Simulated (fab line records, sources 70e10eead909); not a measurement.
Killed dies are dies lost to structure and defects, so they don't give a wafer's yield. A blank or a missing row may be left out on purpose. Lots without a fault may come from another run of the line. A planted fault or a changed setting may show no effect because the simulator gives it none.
Which tool did it? | flow nand_harc | 22 lots, 66 wafers sampled, at 6 steps of a route of 1159

WHAT THE GAUGES READ, wafer by wafer
The record holds no reading of a measuring or inspecting step that can be judged against a usual standard deviation.

WHICH TOOL RAN EACH LOT (tool, then ch and the chambers of the sampled wafers, then the start)
lot  | NHARC_A_STAIRCASE_TRIM_22                     | NHARC_A_STAIRCASE_TRIM_187         | NHARC_A_STAIRCASE_TRIM_189     | NHARC_A_STAIRCASE_ETCH_221     | NHARC_A_STAIRCASE_ETCH_225     | NHARC_A_STAIRCASE_TRIM_231
L074 | rie_diel-04 ch 0,1,3, day 10 23:53 or earlier | rie_diel-09 ch 2,3, day 10 23:53   | rie_diel-09 ch 1,2, no start   | rie_diel-04 ch 0,2,3, no start | rie_diel-04 ch 0,1,2, no start | rie_diel-04 ch 0,1,3, no start
L076 | rie_diel-11 ch 1,2, day 11 00:04 or earlier   | rie_diel-11 ch 0,2,3, day 11 00:04 | rie_diel-11 ch 0,2,3, no start | rie_diel-04 ch 0,1,2, no start | rie_diel-04 ch 0,1,3, no start | rie_diel-09 ch 1,2,3, no start
L075 | rie_diel-09 ch 0,1,2, day 11 11:03 or earlier | rie_diel-04 ch 0,3, day 11 11:03   | rie_diel-04 ch 0,1,3, no start | rie_diel-04 ch 1,2,3, no start | rie_diel-04 ch 1,2,3, no start | rie_diel-04 ch 1,2,3, no start
L078 | rie_diel-04 ch 1,2,3, day 11 19:49 or earlier | rie_diel-11 ch 1,2, day 11 19:49   | rie_diel-11 ch 0,3, no start   | rie_diel-04 ch 1,2,3, no start | rie_diel-04 ch 1,3, no start   | rie_diel-11 ch 1,2,3, no start
L077 | rie_diel-11 ch 0,3, day 11 19:55 or earlier   | rie_diel-11 ch 0,2, day 11 19:55   | rie_diel-11 ch 0,1,2, no start | rie_diel-11 ch 0,2,3, no start | rie_diel-11 ch 0,1,2, no start | rie_diel-09 ch 0,3, no start
L079 | rie_diel-11 ch 1,2,3, day 12 07:31 or earlier | rie_diel-11 ch 0,3, day 12 07:31   | rie_diel-11 ch 1,2, no start   | rie_diel-09 ch 2,3, no start   | rie_diel-09 ch 0,1,2, no start | rie_diel-04 ch 0,1,2, no start
L080 | rie_diel-04 ch 0,3, day 12 08:22 or earlier   | rie_diel-09 ch 0,2,3, day 12 08:22 | rie_diel-09 ch 0,3, no start   | rie_diel-09 ch 2,3, no start   | rie_diel-09 ch 1,2,3, no start | rie_diel-11 ch 0,2,3, no start
L082 | rie_diel-04 ch 0,1,3, day 12 16:03 or earlier | rie_diel-11 ch 1,2,3, day 12 16:03 | rie_diel-11 ch 0,1,3, no start | rie_diel-11 ch 0,1,3, no start | rie_diel-11 ch 0,1,2, no start | rie_diel-11 ch 0,1,2, no start
L081 | rie_diel-09 ch 0,2, day 12 16:23 or earlier   | rie_diel-11 ch 1,3, day 12 16:23   | rie_diel-11 ch 0,3, no start   | rie_diel-04 ch 0,1, no start   | rie_diel-04 ch 0,1,3, no start | rie_diel-04 ch 0,2, no start
L084 | rie_diel-09 ch 1,2,3, day 13 05:22 or earlier | rie_diel-11 ch 0,1,2, day 13 05:22 | rie_diel-11 ch 0,1,2, no start | rie_diel-11 ch 0,1,2, no start | rie_diel-11 ch 1,2,3, no start | rie_diel-11 ch 0,1,2, no start
L083 | rie_diel-11 ch 1,2,3, day 13 10:11 or earlier | rie_diel-04 ch 0,2,3, day 13 10:11 | rie_diel-04 ch 0,2,3, no start | rie_diel-11 ch 1,2,3, no start | rie_diel-11 ch 1,2,3, no start | rie_diel-09 ch 0,1,3, no start
L085 | rie_diel-04 ch 0,2,3, day 13 18:34 or earlier | rie_diel-04 ch 0,2,3, day 13 18:34 | rie_diel-04 ch 1,2,3, no start | rie_diel-11 ch 1,2,3, no start | rie_diel-11 ch 1,3, no start   | rie_diel-11 ch 0,2,3, no start
L086 | rie_diel-11 ch 2,3, day 13 22:11 or earlier   | rie_diel-04 ch 1,2,3, day 13 22:11 | rie_diel-04 ch 0,1,2, no start | rie_diel-04 ch 1,3, no start   | rie_diel-04 ch 1,2, no start   | rie_diel-04 ch 1,2,3, no start
L087 | rie_diel-04 ch 0,1,3, day 13 23:28 or earlier | rie_diel-04 ch 2,3, day 13 23:28   | rie_diel-04 ch 1,2,3, no start | rie_diel-09 ch 1,2,3, no start | rie_diel-09 ch 1,2, no start   | rie_diel-09 ch 0,1,2, no start
L089 | rie_diel-04 ch 0,2, day 14 20:59 or earlier   | rie_diel-04 ch 0,1,2, day 14 20:59 | rie_diel-04 ch 0,1,3, no start | rie_diel-04 ch 0,2, no start   | rie_diel-04 ch 0,1,2, no start | rie_diel-04 ch 1,3, no start
L088 | rie_diel-09 ch 0,1, day 14 20:13 or earlier   | rie_diel-09 ch 1,2,3, day 14 20:13 | rie_diel-09 ch 1,2, no start   | rie_diel-04 ch 0,1,3, no start | rie_diel-04 ch 1,2, no start   | rie_diel-09 ch 2,3, no start
L090 | rie_diel-11 ch 0,3, day 14 21:12 or earlier   | rie_diel-11 ch 0,1,3, day 14 21:12 | rie_diel-11 ch 2,3, no start   | rie_diel-11 ch 0,3, no start   | rie_diel-11 ch 0,3, no start   | rie_diel-09 ch 0,2,3, no start
L091 | rie_diel-11 ch 0,3, day 15 09:57 or earlier   | rie_diel-04 ch 1,2,3, day 15 09:57 | rie_diel-04 ch 0,1,3, no start | rie_diel-04 ch 0,1,2, no start | rie_diel-04 ch 0,1,3, no start | rie_diel-09 ch 0,2, no start
L092 | rie_diel-09 ch 0,1, day 15 11:28 or earlier   | rie_diel-11 ch 0,1, day 15 11:28   | rie_diel-11 ch 1,2,3, no start | rie_diel-04 ch 0,1,3, no start | rie_diel-04 ch 0,1,2, no start | rie_diel-04 ch 1,2,3, no start
L094 | rie_diel-09 ch 2,3, day 15 22:44 or earlier   | rie_diel-11 ch 0,2,3, day 15 22:44 | rie_diel-11 ch 0,2,3, no start | rie_diel-09 ch 1,3, no start   | rie_diel-09 ch 2,3, no start   | rie_diel-04 ch 1,2, no start
L093 | rie_diel-11 ch 2,3, day 15 23:04 or earlier   | rie_diel-09 ch 1,2,3, day 15 23:04 | rie_diel-09 ch 2,3, no start   | rie_diel-09 ch 0,2,3, no start | rie_diel-09 ch 0,1,2, no start | rie_diel-09 ch 1,2,3, no start
L095 | rie_diel-11 ch 0,2, day 16 07:46 or earlier   | rie_diel-04 ch 0,1,2, day 16 07:46 | rie_diel-04 ch 1,2,3, no start | rie_diel-09 ch 1,2, no start   | rie_diel-09 ch 1,2, no start   | rie_diel-04 ch 0,1,2, no start
- NHARC_A_STAIRCASE_TRIM_22: chemistry O2, time 211.2 s.
- NHARC_A_STAIRCASE_TRIM_187: chemistry O2, time 211.2 s.
- NHARC_A_STAIRCASE_TRIM_189: chemistry O2, time 211.2 s.
- NHARC_A_STAIRCASE_ETCH_221: etches the open film in C4F8/O2, target depth 100 nm, time 40.5 s.
- NHARC_A_STAIRCASE_ETCH_225: etches the open film in C4F8/O2, target depth 100 nm, time 40.5 s.
- NHARC_A_STAIRCASE_TRIM_231: chemistry O2, time 211.2 s.

WHAT THE TOOLS THEMSELVES READ (means of the sampled wafers that have a number; where no wafer has one, the mark that the record gives instead)
NHARC_A_STAIRCASE_TRIM_22. Usual: drypump_motor_current_A 5.7 A, standard deviation 0.43; oes_product_au 1.003 a.u., standard deviation 0.0091; rf_vpp_V 57.8 V, standard deviation 0.79; showerhead_plenum_p_Torr 3.57 Torr, standard deviation 0.11; throttle_valve_pct 17.037 %, standard deviation 0.009.
lot  | tool        | drypump_motor_current_A (A) | oes_product_au (a.u.) | rf_vpp_V (V) | showerhead_plenum_p_Torr (Torr) | throttle_valve_pct (%) | flag
L074 | rie_diel-04 | 5.7                         | 1.005                 | 57.9         | 3.62                            | 17.042                 |
L076 | rie_diel-11 | 5.6                         | 1.002                 | 57.8         | 3.46                            | 17.051                 |
L075 | rie_diel-09 | 5.9                         | 0.994                 | 57.6         | 3.65                            | 17.033                 |
L078 | rie_diel-04 | 5.6                         | 1.005                 | 58.0         | 3.63                            | 17.034                 |
L077 | rie_diel-11 | 5.7                         | 1.000                 | 57.6         | 3.52                            | 17.042                 |
L079 | rie_diel-11 | 5.4                         | 1.004                 | 58.1         | 3.49                            | 17.035                 |
L080 | rie_diel-04 | 6.0                         | 1.015                 | 57.7         | 3.56                            | 17.029                 |
L082 | rie_diel-04 | 5.7                         | 1.003                 | 57.8         | 3.61                            | 17.041                 |
L081 | rie_diel-09 | 5.5                         | 1.006                 | 57.6         | 3.65                            | 17.033                 |
L084 | rie_diel-09 | 5.9                         | 0.990                 | 57.5         | 3.55                            | 17.042                 |
L083 | rie_diel-11 | 5.5                         | 1.005                 | 57.6         | 3.49                            | 17.036                 |
L085 | rie_diel-04 | 5.8                         | 1.000                 | 57.1         | 3.60                            | 17.044                 |
L086 | rie_diel-11 | 5.3                         | 1.009                 | 58.3         | 3.53                            | 17.032                 |
L087 | rie_diel-04 | 5.7                         | 1.001                 | 57.7         | 3.61                            | 17.029                 |
L089 | rie_diel-04 | 5.7                         | 1.004                 | 57.8         | 3.65                            | 17.040                 |
L088 | rie_diel-09 | 5.9                         | 1.004                 | 57.9         | 3.69                            | 17.033                 |
L090 | rie_diel-11 | 5.7                         | 1.008                 | 57.5         | 3.50                            | 17.037                 |
L091 | rie_diel-11 | 5.3                         | 1.002                 | 57.7         | 3.49                            | 17.036                 |
L092 | rie_diel-09 | 5.9                         | 1.005                 | 59.1         | 3.68                            | 17.035                 |
L094 | rie_diel-09 | 5.5                         | 1.004                 | 57.4         | 3.50                            | 17.039                 |
L093 | rie_diel-11 | 5.7                         | 1.004                 | 57.9         | 3.57                            | 17.034                 |
L095 | rie_diel-11 | 6.0                         | 0.995                 | 58.3         | 3.57                            | 17.025                 |

NHARC_A_STAIRCASE_TRIM_187. Usual: drypump_motor_current_A 5.7 A, standard deviation 0.45; oes_product_au 1.004 a.u., standard deviation 0.0084; rf_vpp_V 58.0 V, standard deviation 0.8; showerhead_plenum_p_Torr 3.56 Torr, standard deviation 0.1; throttle_valve_pct 17.036 %, standard deviation 0.0098.
lot  | tool        | drypump_motor_current_A (A) | oes_product_au (a.u.) | rf_vpp_V (V) | showerhead_plenum_p_Torr (Torr) | throttle_valve_pct (%) | flag
L074 | rie_diel-09 | 5.5                         | 1.008                 | 58.5         | 3.52                            | 17.038                 |
L076 | rie_diel-11 | 5.7                         | 1.005                 | 58.0         | 3.56                            | 17.035                 |
L075 | rie_diel-04 | 6.0                         | 1.002                 | 59.2         | 3.56                            | 17.037                 |
L078 | rie_diel-11 | 5.8                         | 1.002                 | 58.3         | 3.55                            | 17.031                 |
L077 | rie_diel-11 | 6.0                         | 1.007                 | 58.0         | 3.57                            | 17.040                 |
L079 | rie_diel-11 | 5.7                         | 1.002                 | 57.9         | 3.51                            | 17.031                 |
L080 | rie_diel-09 | 5.6                         | 0.998                 | 58.1         | 3.56                            | 17.041                 |
L082 | rie_diel-11 | 5.5                         | 1.004                 | 57.6         | 3.49                            | 17.036                 |
L081 | rie_diel-11 | 5.2                         | 1.007                 | 57.7         | 3.40                            | 17.051                 |
L084 | rie_diel-11 | 5.8                         | 1.005                 | 57.6         | 3.50                            | 17.027                 |
L083 | rie_diel-04 | 5.8                         | 1.005                 | 59.1         | 3.61                            | 17.038                 |
L085 | rie_diel-04 | 5.8                         | 1.013                 | 57.4         | 3.60                            | 17.037                 |
L086 | rie_diel-04 | 5.7                         | 1.009                 | 57.8         | 3.62                            | 17.031                 |
L087 | rie_diel-04 | 5.8                         | 1.004                 | 57.9         | 3.61                            | 17.030                 |
L089 | rie_diel-04 | 5.5                         | 1.006                 | 58.5         | 3.66                            | 17.035                 |
L088 | rie_diel-09 | 6.0                         | 1.000                 | 57.9         | 3.55                            | 17.032                 |
L090 | rie_diel-11 | 5.5                         | 1.000                 | 58.1         | 3.45                            | 17.031                 |
L091 | rie_diel-04 | 5.6                         | 1.007                 | 59.4         | 3.61                            | 17.029                 |
L092 | rie_diel-11 | 5.8                         | 1.005                 | 57.2         | 3.46                            | 17.033                 |
L094 | rie_diel-11 | 5.7                         | 0.999                 | 57.6         | 3.54                            | 17.043                 |
L093 | rie_diel-09 | 5.9                         | 1.003                 | 57.2         | 3.54                            | 17.028                 |
L095 | rie_diel-04 | 5.5                         | 1.008                 | 57.5         | 3.65                            | 17.036                 |

NHARC_A_STAIRCASE_TRIM_189. Usual: drypump_motor_current_A 5.7 A, standard deviation 0.45; oes_product_au 1.003 a.u., standard deviation 0.0087; rf_vpp_V 57.8 V, standard deviation 0.93; showerhead_plenum_p_Torr 3.56 Torr, standard deviation 0.1; throttle_valve_pct 17.037 %, standard deviation 0.0093.
lot  | tool        | drypump_motor_current_A (A) | oes_product_au (a.u.) | rf_vpp_V (V) | showerhead_plenum_p_Torr (Torr) | throttle_valve_pct (%) | flag
L074 | rie_diel-09 | 5.8                         | 1.001                 | 58.0         | 3.61                            | 17.026                 |
L076 | rie_diel-11 | 5.7                         | 0.998                 | 58.2         | 3.56                            | 17.033                 |
L075 | rie_diel-04 | 5.6                         | 1.008                 | 57.9         | 3.62                            | 17.036                 |
L078 | rie_diel-11 | 5.7                         | 1.003                 | 57.6         | 3.52                            | 17.042                 |
L077 | rie_diel-11 | 5.8                         | 1.001                 | 57.3         | 3.51                            | 17.035                 |
L079 | rie_diel-11 | 5.5                         | 1.003                 | 57.6         | 3.45                            | 17.037                 |
L080 | rie_diel-09 | 5.6                         | 1.008                 | 57.3         | 3.61                            | 17.048                 |
L082 | rie_diel-11 | 5.4                         | 1.009                 | 57.9         | 3.46                            | 17.040                 |
L081 | rie_diel-11 | 5.3                         | 1.002                 | 57.2         | 3.50                            | 17.033                 |
L084 | rie_diel-11 | 5.8                         | 1.008                 | 58.2         | 3.50                            | 17.032                 |
L083 | rie_diel-04 | 5.8                         | 1.006                 | 57.7         | 3.61                            | 17.027                 |
L085 | rie_diel-04 | 5.6                         | 1.005                 | 58.0         | 3.62                            | 17.042                 |
L086 | rie_diel-04 | 5.5                         | 1.012                 | 57.8         | 3.66                            | 17.037                 |
L087 | rie_diel-04 | 5.7                         | 1.005                 | 58.7         | 3.62                            | 17.033                 |
L089 | rie_diel-04 | 5.7                         | 1.006                 | 57.9         | 3.60                            | 17.044                 |
L088 | rie_diel-09 | 6.3                         | 0.996                 | 58.5         | 3.64                            | 17.043                 |
L090 | rie_diel-11 | 5.3                         | 1.009                 | 58.1         | 3.53                            | 17.040                 |
L091 | rie_diel-04 | 5.7                         | 1.000                 | 58.8         | 3.60                            | 17.038                 |
L092 | rie_diel-11 | 5.5                         | 1.004                 | 57.1         | 3.48                            | 17.031                 |
L094 | rie_diel-11 | 5.7                         | 0.999                 | 58.5         | 3.54                            | 17.047                 |
L093 | rie_diel-09 | 5.6                         | 0.999                 | 56.9         | 3.45                            | 17.041                 |
L095 | rie_diel-04 | 5.6                         | 1.011                 | 58.1         | 3.61                            | 17.033                 |

NHARC_A_STAIRCASE_ETCH_221. Usual: oes_product_au 0.940 a.u., standard deviation 0.016; rf_fwd_power_W 593.1 W, standard deviation 2.4; rf_vpp_V 898 V, standard deviation 3.8.
lot  | tool        | oes_product_au (a.u.) | rf_fwd_power_W (W) | rf_vpp_V (V) | flag
L074 | rie_diel-04 | 0.928                 | 592.2              | 900          |
L076 | rie_diel-04 | 0.929                 | 592.0              | 901          |
L075 | rie_diel-04 | 0.938                 | 592.4              | 899          |
L078 | rie_diel-04 | 0.963                 | 592.5              | 899          |
L077 | rie_diel-11 | 0.957                 | 593.5              | 897          |
L079 | rie_diel-09 | 0.953                 | 596.2              | 894          |
L080 | rie_diel-09 | 0.941                 | 593.1              | 897          |
L082 | rie_diel-11 | 0.948                 | 595.6              | 893          |
L081 | rie_diel-04 | 0.948                 | 592.1              | 902          |
L084 | rie_diel-11 | 0.931                 | 595.2              | 895          |
L083 | rie_diel-11 | 0.927                 | 592.4              | 894          |
L085 | rie_diel-11 | 0.950                 | 595.0              | 895          |
L086 | rie_diel-04 | 0.945                 | 592.8              | 899          |
L087 | rie_diel-09 | 0.927                 | 594.9              | 897          |
L089 | rie_diel-04 | 0.949                 | 593.1              | 900          |
L088 | rie_diel-04 | 0.951                 | 590.4              | 899          |
L090 | rie_diel-11 | 0.962                 | 594.9              | 895          |
L091 | rie_diel-04 | 0.955                 | 592.5              | 901          |
L092 | rie_diel-04 | 0.945                 | 590.8              | 897          |
L094 | rie_diel-09 | 0.929                 | 593.4              | 895          |
L093 | rie_diel-09 | 0.931                 | 595.4              | 897          |
L095 | rie_diel-09 | 0.912                 | 595.2              | 898          |

NHARC_A_STAIRCASE_ETCH_225. Usual: oes_product_au 0.944 a.u., standard deviation 0.011; rf_fwd_power_W 593.2 W, standard deviation 2.6; rf_vpp_V 898 V, standard deviation 3.9.
lot  | tool        | oes_product_au (a.u.) | rf_fwd_power_W (W) | rf_vpp_V (V) | flag
L074 | rie_diel-04 | 0.944                 | 594.2              | 901          |
L076 | rie_diel-04 | 0.951                 | 591.5              | 899          |
L075 | rie_diel-04 | 0.945                 | 594.1              | 900          |
L078 | rie_diel-04 | 0.943                 | 592.0              | 900          |
L077 | rie_diel-11 | 0.948                 | 595.9              | 895          |
L079 | rie_diel-09 | 0.948                 | 591.3              | 900          |
L080 | rie_diel-09 | 0.932                 | 593.0              | 897          |
L082 | rie_diel-11 | 0.946                 | 595.0              | 895          |
L081 | rie_diel-04 | 0.942                 | 591.9              | 899          |
L084 | rie_diel-11 | 0.942                 | 593.6              | 895          |
L083 | rie_diel-11 | 0.942                 | 592.1              | 894          |
L085 | rie_diel-11 | 0.949                 | 593.0              | 892          |
L086 | rie_diel-04 | 0.956                 | 594.3              | 901          |
L087 | rie_diel-09 | 0.930                 | 593.6              | 900          |
L089 | rie_diel-04 | 0.951                 | 593.4              | 900          |
L088 | rie_diel-04 | 0.951                 | 593.1              | 901          |
L090 | rie_diel-11 | 0.956                 | 594.9              | 895          |
L091 | rie_diel-04 | 0.949                 | 591.4              | 898          |
L092 | rie_diel-04 | 0.958                 | 593.2              | 900          |
L094 | rie_diel-09 | 0.925                 | 595.4              | 893          |
L093 | rie_diel-09 | 0.936                 | 592.1              | 898          |
L095 | rie_diel-09 | 0.936                 | 595.2              | 898          |

NHARC_A_STAIRCASE_TRIM_231. Usual: drypump_motor_current_A 5.7 A, standard deviation 0.43; oes_product_au 1.003 a.u., standard deviation 0.0092; rf_vpp_V 57.9 V, standard deviation 0.82; showerhead_plenum_p_Torr 3.57 Torr, standard deviation 0.11; throttle_valve_pct 17.035 %, standard deviation 0.0091.
lot  | tool        | drypump_motor_current_A (A) | oes_product_au (a.u.) | rf_vpp_V (V) | showerhead_plenum_p_Torr (Torr) | throttle_valve_pct (%) | flag
L074 | rie_diel-04 | 5.7                         | 1.008                 | 58.0         | 3.62                            | 17.039                 |
L076 | rie_diel-09 | 6.0                         | 1.002                 | 57.8         | 3.56                            | 17.036                 |
L075 | rie_diel-04 | 5.6                         | 1.005                 | 57.9         | 3.63                            | 17.036                 |
L078 | rie_diel-11 | 5.5                         | 1.003                 | 57.5         | 3.50                            | 17.029                 |
L077 | rie_diel-09 | 5.7                         | 1.006                 | 58.1         | 3.51                            | 17.046                 |
L079 | rie_diel-04 | 5.5                         | 1.000                 | 58.4         | 3.67                            | 17.046                 |
L080 | rie_diel-11 | 5.7                         | 1.002                 | 57.5         | 3.55                            | 17.025                 |
L082 | rie_diel-11 | 5.8                         | 1.012                 | 58.3         | 3.50                            | 17.037                 |
L081 | rie_diel-04 | 5.7                         | 1.005                 | 57.5         | 3.66                            | 17.037                 |
L084 | rie_diel-11 | 5.8                         | 1.006                 | 58.4         | 3.50                            | 17.030                 |
L083 | rie_diel-09 | 6.0                         | 1.001                 | 58.7         | 3.59                            | 17.037                 |
L085 | rie_diel-11 | 5.7                         | 1.001                 | 57.1         | 3.54                            | 17.038                 |
L086 | rie_diel-04 | 5.6                         | 1.006                 | 57.8         | 3.62                            | 17.030                 |
L087 | rie_diel-09 | 5.9                         | 1.004                 | 58.2         | 3.64                            | 17.028                 |
L089 | rie_diel-04 | 5.8                         | 1.003                 | 58.1         | 3.56                            | 17.032                 |
L088 | rie_diel-09 | 5.6                         | 0.997                 | 57.9         | 3.45                            | 17.038                 |
L090 | rie_diel-09 | 5.5                         | 1.009                 | 58.1         | 3.54                            | 17.033                 |
L091 | rie_diel-09 | 5.5                         | 1.007                 | 58.2         | 3.64                            | 17.032                 |
L092 | rie_diel-04 | 5.6                         | 1.003                 | 58.0         | 3.61                            | 17.028                 |
L094 | rie_diel-04 | 5.5                         | 1.010                 | 57.6         | 3.66                            | 17.034                 |
L093 | rie_diel-09 | 5.9                         | 0.998                 | 58.8         | 3.54                            | 17.036                 |
L095 | rie_diel-04 | 5.6                         | 1.006                 | 57.8         | 3.65                            | 17.031                 |

THE ANSWER, worked out from the rows above alone
Rule: a lot is off if the mean of its wafers that have a number lies more than 3 standard deviations from the usual mean. A lot without any number at a reading at which 4 lots or more have one is off too. The other lots that the step has rows for count as sound. The gauges are gone through in route order, then the tools' own readings, and for those a lot's mean is taken as printed above. The first step at which some lot is off is used, and at that step the reading that is off furthest; a lot without a number counts as furthest.
No lot is off at any reading shown: from this, nothing can be told.

WHAT THE SIMULATOR HAD PUT IN
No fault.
